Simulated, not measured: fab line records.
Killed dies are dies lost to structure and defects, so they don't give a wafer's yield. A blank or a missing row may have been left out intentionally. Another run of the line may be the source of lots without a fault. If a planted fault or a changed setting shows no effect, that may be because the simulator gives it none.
fab line records	flow n5Finfet
[record] lots = 7	wafers = 21
route steps=1938 shown MOL_CONTACT_COAG@538 BEOL_M0_SAQP@636 BEOL_M1@758 BEOL_M2@845
startH: hours from the record's first day to the start of the lot's first wafer shown	waitH: hours since the lot's step before	" same as the row above	L1.1+2: several wafers, shown together as one row	- value missing, or start not given	* or withheld: withheld	< > ~ a bound
route shown NAME@n: a module of which the file shows steps, and the number in the route of the first	usual: the fault-free wafers' mean and standard deviation	same: alike in all rows	chamber/n: place in a boat	sites: readings site by site	_std_site: how widely they spread, as a standard deviation	_edge_site: the outer-site mean with the inner-site mean subtracted	radiusMm: for every site, how far away it sits from the centre of the wafer	mask NAME#n: copy n	behind: the most recent tool/chamber to have shaped the wafer	hold: reason for holding the lot/hours on hold/outcome of the hold	device: names the non-switching transistor (n, p or np)	end of line: tests of these same wafers at the route's end	for a step that has no rows: nothing shown but its recipe	killed: dies that structure and defects cost at the first sort, which is not the same as the wafer's yield	map: a wafer's dies, marking killed ones x, the rest . and places with no die _
set.NAME: the run value of the setting; set.NAME@STEP: its run value at that earlier step	model.NAME: the simulator's own value behind a step, which no gauge read
lots where settings were altered on purpose, with a table for each step and a row for each wafer
[[steps]]
[step N5_MOL_CONTACT_COAG_ETCH_110]
[recipe] chemistry = CF4/O2	target = Si	targetDepthA = 25	timeS = 8	pressureMtorr = 100	sourceW = 200	biasW = 12	ionEnergyEv = 60	Ar_flow_sccm = 100	cf4FlowSccm = 100	O2_flow_sccm = 10
[usual] rfVppV = 127/3.8
lot.wafer	tool	chamber	startH	waitH	set.biasW	rfVppV
L074.2	rieDiel-01	2	87.89	0.0	12	125
L074.3	"	3	"	"	10.21	113
L074.4	"	1	"	"	12	121
L085.2	rieDiel-01	1	156.00	0.0	11.15	114
L085.3	"	3	"	"	12	129
L085.4	"	2	"	"	11.15	116
L086.1	rieDiel-03	0	164.08	0.0	12	129
L086.4	"	2	"	"	12	130
L086.6	"	3	"	"	12	134
L088.3	rieDiel-01	1	170.86	0.0	10.56	112
L088.4	"	0	"	"	12	126
L088.5	"	1	"	"	12	121
L091.1	rieDiel-01	0	192.11	0.0	12	126
L091.4	"	3	"	"	12	130
L091.5	"	2	"	"	12	126
L092.3	rieDiel-01	0	197.47	0.0	12	127
L092.5	"	3	"	"	12.82	136
L092.6	"	0	"	"	12	126
L095.2	rieDiel-03	3	218.19	0.0	12	133
L095.3	"	1	"	"	12.86	137
L095.5	"	2	"	"	12	131
[step N5_MOL_CONTACT_COAG_VIA_ETCH_46]
[recipe] chemistry = C4F6/O2	targetDepthA = 460	overetchA = 92	maskMaterial = SOC	target = SiO2	biasW = 455	pressureMtorr = 10	timeS = 40	sourceW = 325	Ar_flow_sccm = 300	C4F6_flow_sccm = 10	O2_flow_sccm = 10	ionEnergyEv = 575.3	ends = endPoint
[usual] rfVppV = 1588/50
lot.wafer	tool	chamber	startH	waitH	set.biasW	rfVppV
L074.2	rieDiel-05	1	97.59	0.0	455	1667
L074.3	"	0	"	"	391.1	1386
L074.4	"	2	"	"	391.1	1365
L085.2	rieDiel-01	1	167.83	0.0	455	1521
L085.3	"	3	"	"	455	1606
L085.4	"	3	"	"	455	1606
L086.1	rieDiel-01	0	174.11	0.0	455	1569
L086.4	"	1	"	"	455	1520
L086.6	"	0	"	"	455	1567
L088.3	rieDiel-03	0	183.96	0.0	380.5	1376
L088.4	"	2	"	"	380.5	1425
L088.5	"	0	"	"	455	1574
L091.1	rieDiel-01	0	205.10	0.0	455	1568
L091.4	"	3	"	"	455	1605
L091.5	"	2	"	"	455	1568
L092.3	rieDiel-05	3	207.49	0.0	384.4	1437
L092.5	"	2	"	"	455	1528
L092.6	"	1	"	"	455	1666
L095.2	rieDiel-03	0	228.70	0.0	525.9	1752
L095.3	"	1	"	"	525.9	1793
L095.5	"	1	"	"	455	1614
[step N5_MOL_CONTACT_COAG_CVD_140]
[recipe] material = W	targetThkA = 665	mode = selectiveFill	tempC = 300	timeS = 215
lot.wafer	tool	chamber	startH	waitH	set.targetThkA	model.W_of_MOL_CONTACT_COAG_CVD_140.thkNm
L074.2	cvdW-01	0	100.47	0.1	665	66.6
L074.3	"	0	"	"	665	67.4
L074.4	"	1	"	"	665	66
L085.2	cvdW-02	1	169.63	0.1	665	67.8
L085.3	"	1	"	"	665	67.2
L085.4	"	0	"	"	598.6	61.2
L086.1	cvdW-01	0	176.17	0.1	665	66.8
L086.4	"	0	"	"	665	66.4
L086.6	"	1	"	"	636.2	62.4
L088.3	cvdW-01	1	187.02	0.1	665	66.2
L088.4	"	0	"	"	665	67
L088.5	"	1	"	"	665	66.4
L091.1+5	cvdW-01	0,1	206.86	0.1	665	67.4
L091.4	"	1	"	"	665	67
L092.3	cvdW-01	1	209.69	0.2	665	67.6
L092.5	"	1	"	"	733.9	74
L092.6	"	1	"	"	665	65.4
L095.2	cvdW-02	0	230.43	0.1	752.1	74
L095.3	"	1	"	"	752.1	75.2
L095.5	"	1	"	"	752.1	75.4
[step N5_BEOL_M0_SAQP_PECVD_96]
[recipe] material = a-Si	targetThkA = 450	tempC = 350	precursor = SiH4/He	pressureTorr = 3	rfW = 100	timeS = 45.2
lot.wafer	tool	chamber	startH	waitH	set.timeS	model.a-Si_of_BEOL_M0_SAQP_PECVD_96.thkNm
L074.2	pecvd-03	0	104.93	0.0	39.55	39.6
L074.3	"	2	"	"	39.55	40
L074.4	"	1	"	"	45.2	44.8
L085.2	pecvd-01	2	179.37	0.0	45.2	45
L085.3	"	1	"	"	51.35	49.8
L085.4	"	2	"	"	51.35	52
L086.1	pecvd-03	2	180.82	0.0	45.2	45.4
L086.4	"	1	"	"	41.73	41
L086.6	"	2	"	"	41.73	41.8
L088.3	pecvd-01	2	192.30	0.0	45.2	44.8
L088.4	"	1	"	"	48.04	46.8
L088.5	"	0	"	"	45.2	46.2
L091.1	pecvd-02	2	211.73	0.0	45.2	45.4
L091.4	"	0	"	"	45.2	44.8
L091.5	"	2	"	"	45.2	46.2
L092.3	pecvd-02	0	215.62	0.0	45.2	44.6
L092.5	"	0	"	"	45.2	45.2
L092.6	"	2	"	"	45.2	46.6
L095.2	pecvd-02	2	235.34	0.0	43.42	43.8
L095.3	"	0	"	"	45.2	44.8
L095.5	"	0	"	"	43.42	44
[step N5_BEOL_M0_SAQP_PECVD_97]
[recipe] material = SiNx	targetThkA = 230	tempC = 350	precursor = SiH4/NH3/N2	pressureTorr = 1.5	rfW = 300	timeS = 19.9
[step N5_BEOL_M0_SAQP_PECVD_04]
[recipe] material = a-Si	targetThkA = 600	tempC = 350	precursor = SiH4/He	pressureTorr = 3	rfW = 100	timeS = 60.2
[step N5_BEOL_M0_SAQP_ETCH_101]
[recipe] chemistry = CH3F/O2	target = SiNx	maskMaterial = SiO2	targetDepthA = 299	timeS = 42.7	pressureMtorr = 30	sourceW = 395	biasW = 73	Ar_flow_sccm = 150	CH3F_flow_sccm = 30	O2_flow_sccm = 20	ionEnergyEv = 120
[step N5_BEOL_M0_SAQP_ETCH_102]
[recipe] chemistry = CF4	target = SiO2	targetDepthA = 40	ionEnergyEv = 350	timeS = 4.4	pressureMtorr = 10	icpW = 800	biasW = 400	cf4FlowSccm = 80
[step N5_BEOL_M0_SAQP_MANDREL_ETCH_103]
[recipe] chemistry = HBr/Cl2	target = a-Si	targetDepthA = 450	btTimeS = 10	stopOn = SiCN	maskMaterial = SiO2	overEtchFrac = 0.8	timeS = 27	pressureMtorr = 10	icpW = 800	biasW = 75	HBr_flow_sccm = 150	Cl2_flow_sccm = 80	ends = endPoint
lot.wafer	tool	chamber	startH	waitH	set.timeS@BEOL_M0_SAQP_PECVD_96	model.etch.depthNm
L074.2	rieSi-04	2	107.34	0.0	39.55	39.56
L074.3	"	0	"	"	39.55	39.98
L074.4	"	1	"	"	45.2	44.7
L085.2	rieSi-02	3	182.55	0.0	45.2	44.96
L085.3	"	1	"	"	51.35	49.84
L085.4	"	2	"	"	51.35	51.92
L086.1	rieSi-01	1	183.31	0.0	45.2	45.44
L086.4	"	0	"	"	41.73	40.92
L086.6	"	0	"	"	41.73	41.84
L088.3	rieSi-02	1	194.66	0.0	45.2	44.88
L088.4	"	0	"	"	48.04	46.8
L088.5	"	0	"	"	45.2	46.18
L091.1	rieSi-04	0	214.49	0.0	45.2	45.37
L091.4	"	2	"	"	45.2	44.77
L091.5	"	2	"	"	45.2	46.17
L092.3	rieSi-04	2	218.02	0.0	45.2	44.53
L092.5	"	0	"	"	45.2	45.15
L092.6	"	2	"	"	45.2	46.65
L095.2	rieSi-02	3	237.95	0.0	43.42	43.89
L095.3	"	2	"	"	45.2	44.7
L095.5	"	1	"	"	43.42	43.94
[step N5_BEOL_M0_SAQP_ETCH_106]
[recipe] chemistry = N2/H2	target = SOC	targetDepthA = 1500	stopOn = SiNx	ionEnergyEv = 100	biasW = 61	pressureMtorr = 30	sourceW = 850	n2FlowSccm = 200	h2FlowSccm = 200
lot.wafer	tool	chamber	startH	waitH	set.targetDepthA	model.SOC_of_BEOL_M0_SAQP_COAT_105.thkNm
L074.2	rieDiel-04	3	108.14	-	1402	28.6
L074.3	"	0	"	"	1500	25.4
L074.4	"	1	"	"	1402	33
L085.2	rieDiel-04	2	183.08	-	1500	26.8
L085.3	"	0	"	"	1625	18.8
L085.4	"	3	"	"	1500	25.6
L086.1	rieDiel-06	1	183.97	-	1500	20.8
L086.4	"	0	"	"	1580	16.8
L086.6	"	1	"	"	1500	20.6
L088.3	rieDiel-04	1	195.32	-	1500	28.8
L088.4	"	2	"	"	1500	26.4
L088.5	"	2	"	"	1672	18.6
L091.1	rieDiel-02	1	215.06	-	1500	24.8
L091.4	"	0	"	"	1500	26.2
L091.5	"	2	"	"	1500	22
L092.3	rieDiel-04	0	218.55	-	1412	30.4
L092.5	"	0	"	"	1412	30.6
L092.6	"	1	"	"	1500	29.6
L095.2	rieDiel-02	2	238.60	-	1500	21.4
L095.3	"	1	"	"	1500	24.6
L095.5	"	1	"	"	1500	24.4
[step N5_BEOL_M0_SAQP_ETCH_107]
[recipe] chemistry = CH3F/O2	target = SiNx	targetDepthA = 300	maskMaterial = SOC	pressureMtorr = 30	sourceW = 395	biasW = 73	Ar_flow_sccm = 150	CH3F_flow_sccm = 30	O2_flow_sccm = 20	ionEnergyEv = 120
lot.wafer	tool	chamber	startH	waitH	set.timeS@BEOL_M0_SAQP_PECVD_96	model.a-Si_of_BEOL_M0_SAQP_PECVD_96.thkNm
L074.2	rieDiel-04	3	108.20	0.0	39.55	39
L074.3	"	0	"	"	39.55	39.4
L074.4	"	1	"	"	45.2	44.2
L085.2	rieDiel-04	2	183.14	0.0	45.2	44.4
L085.3	"	0	"	"	51.35	49.2
L085.4	"	3	"	"	51.35	51.4
L086.1	rieDiel-06	1	184.03	0.0	45.2	44.8
L086.4	"	0	"	"	41.73	40.4
L086.6	"	1	"	"	41.73	41.2
L088.3	rieDiel-04	1	195.38	0.0	45.2	44.4
L088.4	"	2	"	"	48.04	46.2
L088.5	"	2	"	"	45.2	45.6
L091.1	rieDiel-02	1	215.12	0.0	45.2	44.8
L091.4	"	0	"	"	45.2	44.2
L091.5	"	2	"	"	45.2	45.6
L092.3	rieDiel-04	0	218.61	0.0	45.2	44
L092.5	"	0	"	"	45.2	44.6
L092.6	"	1	"	"	45.2	46
L095.2	rieDiel-02	2	238.66	0.0	43.42	43.2
L095.3	"	1	"	"	45.2	44
L095.5	"	1	"	"	43.42	43.4
[step N5_BEOL_M1_COAT_05]
[recipe] resist = CAR-EUV	spinRpm = 1500	resistThkNm = 30
lot.wafer	tool	chamber	startH	waitH	set.spinRpm	model.CAR-EUV_of_BEOL_M1_COAT_05.thkNm
L074.2	lithoTrack-05	0	-	-	1447	30.4
L074.3	"	0	"	"	1500	29.8
L074.4	"	0	"	"	1500	30
L085.2	lithoTrack-04	0	-	-	1370	31.2
L085.3+4	"	0	"	"	1500	30
L086.1+4	lithoTrack-02	0	-	-	1500	30
L086.6	"	0	"	"	1371	31.4
L088.3+4+5	lithoTrack-02	0	-	-	1500	30
L091.1+5	lithoTrack-04	0	-	-	1500	30
L091.4	"	0	"	"	1500	30.2
L092.3+6	lithoTrack-02	0	-	-	1500	30
L092.5	"	0	"	"	1626	28.8
L095.2+3	lithoTrack-05	0	-	-	1500	29.8
L095.5	"	0	"	"	1588	29
[step N5_BEOL_M1_EBR_07]
[recipe] solvent = PGMEA	ebrWidthMm = 1.5
[step N5_BEOL_M1_SOFTBAKE_06]
[recipe] tempC = 110	timeS = 60	resist = CAR-EUV
[step N5_BEOL_M1_EXPOSE_08]
[recipe] maskId = M1	na = 0.33	sourceShape = dipole	sigmaInner = 0.369	sigmaOuter = 0.767	polarization = unpolarized	doseMj = 33
[step N5_BEOL_M1_PEB_09]
[recipe] pebTempC = 100	pebTimeS = 60	resist = CAR-EUV
[step N5_BEOL_M1_DEVELOP_10]
[recipe] developTimeS = 30	developer = TMAH	resist = CAR-EUV	rinseLiquid = surfactantRinse	dry = airSpin	devTempC = 23
lot.wafer	tool	chamber	startH	waitH	set.spinRpm@BEOL_M1_COAT_05	model.CAR-EUV_of_BEOL_M1_COAT_05.thkNm
L074.2	lithoTrack-02	0	-	-	1447	30
L074.3+4	"	0	"	"	1500	29.4
L085.2	lithoTrack-02	0	-	-	1370	30.8
L085.3+4	"	0	"	"	1500	29.6
L086.1+4	lithoTrack-05	0	-	-	1500	29.6
L086.6	"	0	"	"	1371	31
L088.3	lithoTrack-04	0	-	-	1500	29.6
L088.4+5	"	0	"	"	1500	29.4
L091.1+4+5	lithoTrack-02	0	-	-	1500	29.6
L092.3	lithoTrack-05	0	-	-	1500	29.6
L092.5	"	0	"	"	1626	28.4
L092.6	"	0	"	"	1500	29.4
L095.2+3	lithoTrack-05	0	-	-	1500	29.4
L095.5	"	0	"	"	1588	28.6
[step N5_BEOL_M1_DESCUM_16]
[recipe] chemistry = O2	timeS = 7	sourcePowerW = 50	biasPowerW = 20	pressureMtorr = 20	rfFrequencyHz = 2.712e+07	tempC = 40	resist = CAR-EUV	o2FlowSccm = 225
lot.wafer	tool	chamber	startH	waitH	set.spinRpm@BEOL_M1_COAT_05	model.CAR-EUV_of_BEOL_M1_COAT_05.thkNm
L074.2	rieDiel-02	0	120.73	0.1	1447	26.6
L074.3+4	"	3	"	"	1500	26
L085.2	rieDiel-02	1	202.89	0.0	1370	27.4
L085.3+4	"	2,0	"	"	1500	26
L086.1	rieDiel-04	1	208.59	0.0	1500	26.2
L086.4	"	2	"	"	1500	26
L086.6	"	1	"	"	1371	27.6
L088.3+4+5	rieDiel-06	0,2,3	209.07	0.0	1500	26
L091.1+4	rieDiel-02	0,1	225.61	0.0	1500	26.2
L091.5	"	2	"	"	1500	26
L092.3	rieDiel-04	1	231.71	0.1	1500	26.2
L092.5	"	2	"	"	1626	24.8
L092.6	"	1	"	"	1500	26
L095.2+3	rieDiel-06	1,2	247.08	0.4	1500	25.8
L095.5	"	2	"	"	1588	25
[step N5_BEOL_M1_ETCH_74]
[recipe] chemistry = N2/H2	target = underlayer	targetDepthA = 65	maskMaterial = CAR-EUV	timeS = 5.2	ionEnergyEv = 200	pressureMtorr = 30	sourceW = 840	biasW = 150	n2FlowSccm = 200	h2FlowSccm = 200	ends = cleared
lot.wafer	tool	chamber	startH	waitH	set.spinRpm@BEOL_M1_COAT_05	model.CAR-EUV_of_BEOL_M1_COAT_05.thkNm
L074.2	rieDiel-02	0	120.76	0.0	1447	20.8
L074.3+4	"	3	"	"	1500	20.2
L085.2	rieDiel-02	1	202.92	0.0	1370	21.8
L085.3	"	2	"	"	1500	20.2
L085.4	"	0	"	"	1500	20.4
L086.1	rieDiel-04	1	208.63	0.0	1500	20.4
L086.4	"	2	"	"	1500	20.2
L086.6	"	1	"	"	1371	21.8
L088.3+5	rieDiel-06	0,3	209.10	0.0	1500	20.4
L088.4	"	2	"	"	1500	20.2
L091.1	rieDiel-02	0	225.65	0.0	1500	20.4
L091.4	"	1	"	"	1500	20.6
L091.5	"	2	"	"	1500	20.2
L092.3+6	rieDiel-04	1	231.75	0.0	1500	20.4
L092.5	"	2	"	"	1626	19
L095.2+3	rieDiel-06	1,2	247.12	0.0	1500	20.2
L095.5	"	2	"	"	1588	19.2
[step N5_BEOL_M2_COAT_61]
[recipe] resist = SOC	tempC = 250	timeS = 60	spinRpm = 1500	resistThkNm = 60
lot.wafer	tool	chamber	startH	waitH	set.spinRpm	model.SOC_of_BEOL_M2_COAT_61.thkNm
L074.2	lithoTrack-02	0	130.69	0.1	1500	60
L074.3+4	"	0	"	"	1364	62.6
L085.2+3	lithoTrack-02	0	216.35	0.1	1374	62.6
L085.4	"	0	"	"	1500	60
L086.1	lithoTrack-01	0	219.70	0.1	1500	60
L086.4	"	0	"	"	1574	58.4
L086.6	"	0	"	"	1574	58.8
L088.3+5	lithoTrack-02	0	221.02	0.1	1500	60.4
L088.4	"	0	"	"	1500	60.2
L091.1+4+5	lithoTrack-02	0	234.71	0.1	1500	60
L092.3	lithoTrack-01	0	242.82	0.1	1500	60.2
L092.5+6	"	0	"	"	1411	62
L095.2+3	lithoTrack-01	0	257.68	0.1	1500	60.2
L095.5	"	0	"	"	1359	63
[step N5_BEOL_M2_COAT_62]
[recipe] resist = SiARC	tempC = 220	timeS = 60	spinRpm = 1500	resistThkNm = 12
[step N5_BEOL_M2_COAT_73]
[recipe] resist = underlayer	tempC = 205	timeS = 60	spinRpm = 1500	resistThkNm = 5
[step N5_BEOL_M2_ETCH_74]
[recipe] chemistry = N2/H2	target = underlayer	targetDepthA = 65	maskMaterial = CAR-EUV	timeS = 5.2	ionEnergyEv = 200	pressureMtorr = 30	sourceW = 840	biasW = 150	n2FlowSccm = 200	h2FlowSccm = 200	ends = cleared
[step N5_BEOL_M2_ETCH_63]
[recipe] chemistry = CF4	target = SiARC	targetDepthA = 156	maskMaterial = CAR-EUV	timeS = 26	ionEnergyEv = 80	pressureMtorr = 40	sourceW = 545	biasW = 36	Ar_flow_sccm = 100	cf4FlowSccm = 100	ends = cleared
[step N5_BEOL_M2_ETCH_64]
[recipe] chemistry = N2/H2	target = SOC	targetDepthA = 750	overetchA = 225	maskMaterial = SiARC	tempC = 40	timeS = 121.9	ionEnergyEv = 200	pressureMtorr = 30	sourceW = 840	biasW = 150	n2FlowSccm = 200	h2FlowSccm = 200
lot.wafer	tool	chamber	startH	waitH	set.spinRpm@BEOL_M2_COAT_61	model.etch.depthNm
L074.2	rieDiel-01	2	131.75	0.0	1500	59.97
L074.3	"	1	"	"	1364	62.66
L074.4	"	0	"	"	1364	62.69
L085.2	rieDiel-01	0	216.99	0.0	1374	62.62
L085.3	"	1	"	"	1374	62.65
L085.4	"	3	"	"	1500	59.94
L086.1	rieDiel-01	0	220.17	0.0	1500	60.04
L086.4	"	1	"	"	1574	58.49
L086.6	"	0	"	"	1574	58.76
L088.3	rieDiel-01	0	221.81	0.0	1500	60.32
L088.4	"	2	"	"	1500	60.25
L088.5	"	1	"	"	1500	60.39
L091.1+4	rieDiel-05	1,3	235.31	0.0	1500	59.93
L091.5	"	0	"	"	1500	59.9
L092.3	rieDiel-05	1	243.48	0.0	1500	60.17
L092.5	"	3	"	"	1411	61.98
L092.6	"	0	"	"	1411	61.93
L095.2+3	rieDiel-05	0,3	258.28	0.0	1500	60.23
L095.5	"	0	"	"	1359	62.91
[step N5_BEOL_M2_STRIP_65]
[recipe] chemistry = N2/H2	tempC = 40	n2FlowSccm = 200	h2FlowSccm = 200	rfFrequencyHz = 6e+07
[step N5_BEOL_M2_STRIP_75]
[recipe] chemistry = N2/H2	tempC = 40	n2FlowSccm = 200	h2FlowSccm = 200	rfFrequencyHz = 6e+07
[step N5_BEOL_M2_STRIP_66]
[recipe] chemistry = CF4	resist = SiARC	powerW = 300	biasPowerW = 75	pressureMtorr = 50	cf4FlowSccm = 150	rfFrequencyHz = 6e+07
[step N5_BEOL_M2_HM_OPEN_17]
[recipe] chemistry = Cl2/BCl3	targetDepthA = 200	overetchA = 60	target = TiN	maskMaterial = SOC	ionEnergyEv = 150	pressureMtorr = 10	icpW = 1000	biasW = 126	Cl2_flow_sccm = 53.25	bcl3FlowSccm = 21.75	Ar_flow_sccm = 25
lot.wafer	tool	chamber	startH	waitH	set.spinRpm@BEOL_M2_COAT_61	model.SOC_of_BEOL_M2_COAT_61.thkNm
L074.2	rieMetal-01	1	131.92	0.0	1500	52.2
L074.3+4	"	1,0	"	"	1364	54.8
L085.2+3	rieMetal-03	1,0	217.17	0.0	1374	54.4
L085.4	"	1	"	"	1500	51.8
L086.1	rieMetal-02	0	220.35	0.0	1500	51.8
L086.4+6	"	1,0	"	"	1574	50.6
L088.3	rieMetal-02	1	222.02	0.1	1500	52.4
L088.4+5	"	0	"	"	1500	52.2
L091.1+4	rieMetal-02	1	235.48	0.0	1500	51.8
L091.5	"	0	"	"	1500	51.6
L092.3	rieMetal-01	1	243.69	0.1	1500	52.4
L092.5	"	1	"	"	1411	54.2
L092.6	"	0	"	"	1411	54
L095.2+3	rieMetal-02	0	258.48	0.1	1500	52
L095.5	"	0	"	"	1359	54.6
[step N5_BEOL_M2_ETCH_69]
[recipe] chemistry = CF4	target = SiARC	targetDepthA = 156	maskMaterial = CAR-EUV	timeS = 26	ionEnergyEv = 80	pressureMtorr = 40	sourceW = 545	biasW = 36	Ar_flow_sccm = 100	cf4FlowSccm = 100	ends = cleared
[usual] rfVppV = 184.3/1.3
lot.wafer	tool	chamber	startH	waitH	set.biasW	rfVppV
L074.2	rieDiel-03	0	132.72	0.0	32.41	171.3
L074.3	"	3	"	"	36	185.1
L074.4	"	2	"	"	32.41	173.4
L085.2	rieDiel-05	3	217.85	0.0	40.95	198.5
L085.3	"	0	"	"	40.95	199.3
L085.4	"	2	"	"	40.95	198.9
L086.1	rieDiel-03	2	221.06	0.0	36	184.4
L086.4	"	0	"	"	36	182.5
L086.6	"	0	"	"	36	183.4
L088.3	rieDiel-05	0	223.07	0.0	31.52	169.1
L088.4	"	3	"	"	31.52	169.6
L088.5	"	3	"	"	36	183.0
L091.1	rieDiel-03	2	236.29	0.0	36	185.6
L091.4	"	0	"	"	36	182.9
L091.5	"	0	"	"	36	183.4
L092.3	rieDiel-05	1	244.39	0.0	32.21	168.1
L092.5	"	1	"	"	32.21	170.1
L092.6	"	2	"	"	36	183.5
L095.2	rieDiel-01	0	259.34	0.0	41.79	203.5
L095.3	"	2	"	"	41.79	204.1
L095.5	"	3	"	"	36	184.4
[[key]]
[split] step = N5_MOL_CONTACT_COAG_ETCH_110	setting = biasW	stated = 12	by = wafer
[response] step = N5_MOL_CONTACT_COAG_ETCH_110	reading = rfVppV	change = +0.961	per = 1%	r = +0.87
[split] step = N5_MOL_CONTACT_COAG_VIA_ETCH_46	setting = biasW	stated = 455	by = wafer
[response] step = N5_MOL_CONTACT_COAG_VIA_ETCH_46	reading = rfVppV	change = +12.5	per = 1%	r = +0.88
[split] step = N5_MOL_CONTACT_COAG_CVD_140	setting = targetThkA	stated = 665	by = wafer
[response] step = N5_MOL_CONTACT_COAG_CVD_140	reading = model.W_of_MOL_CONTACT_COAG_CVD_140.thkNm	change = +0.703	per = 1%	r = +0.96
[split] step = N5_BEOL_M0_SAQP_PECVD_96	setting = timeS	stated = 45.2	by = wafer
[response] step = N5_BEOL_M0_SAQP_PECVD_96	reading = model.a-Si_of_BEOL_M0_SAQP_PECVD_96.thkNm	change = +0.407	per = 1%	r = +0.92
[response] step = N5_BEOL_M0_SAQP_MANDREL_ETCH_103	reading = model.etch.depthNm	change = +0.405	per = 1%	r = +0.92
[response] step = N5_BEOL_M0_SAQP_ETCH_107	reading = model.a-Si_of_BEOL_M0_SAQP_PECVD_96.thkNm	change = +0.404	per = 1%	r = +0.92
[split] step = N5_BEOL_M0_SAQP_ETCH_106	setting = targetDepthA	stated = 1500	by = wafer
[response] step = N5_BEOL_M0_SAQP_ETCH_106	reading = model.SOC_of_BEOL_M0_SAQP_COAT_105.thkNm	change = -0.738	per = 1%	r = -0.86
[split] step = N5_BEOL_M1_COAT_05	setting = spinRpm	stated = 1500	by = wafer
[response] step = N5_BEOL_M1_COAT_05	reading = model.CAR-EUV_of_BEOL_M1_COAT_05.thkNm	change = -0.146	per = 1%	r = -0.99
[response] step = N5_BEOL_M1_DEVELOP_10	reading = model.CAR-EUV_of_BEOL_M1_COAT_05.thkNm	change = -0.144	per = 1%	r = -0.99
[response] step = N5_BEOL_M1_DESCUM_16	reading = model.CAR-EUV_of_BEOL_M1_COAT_05.thkNm	change = -0.16	per = 1%	r = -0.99
[response] step = N5_BEOL_M1_ETCH_74	reading = model.CAR-EUV_of_BEOL_M1_COAT_05.thkNm	change = -0.171	per = 1%	r = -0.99
[split] step = N5_BEOL_M2_COAT_61	setting = spinRpm	stated = 1500	by = wafer
[response] step = N5_BEOL_M2_COAT_61	reading = model.SOC_of_BEOL_M2_COAT_61.thkNm	change = -0.297	per = 1%	r = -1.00
[response] step = N5_BEOL_M2_ETCH_64	reading = model.etch.depthNm	change = -0.299	per = 1%	r = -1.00
[response] step = N5_BEOL_M2_HM_OPEN_17	reading = model.SOC_of_BEOL_M2_COAT_61.thkNm	change = -0.286	per = 1%	r = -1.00
[split] step = N5_BEOL_M2_ETCH_69	setting = biasW	stated = 36	by = wafer
[response] step = N5_BEOL_M2_ETCH_69	reading = rfVppV	change = +1.22	per = 1%	r = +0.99
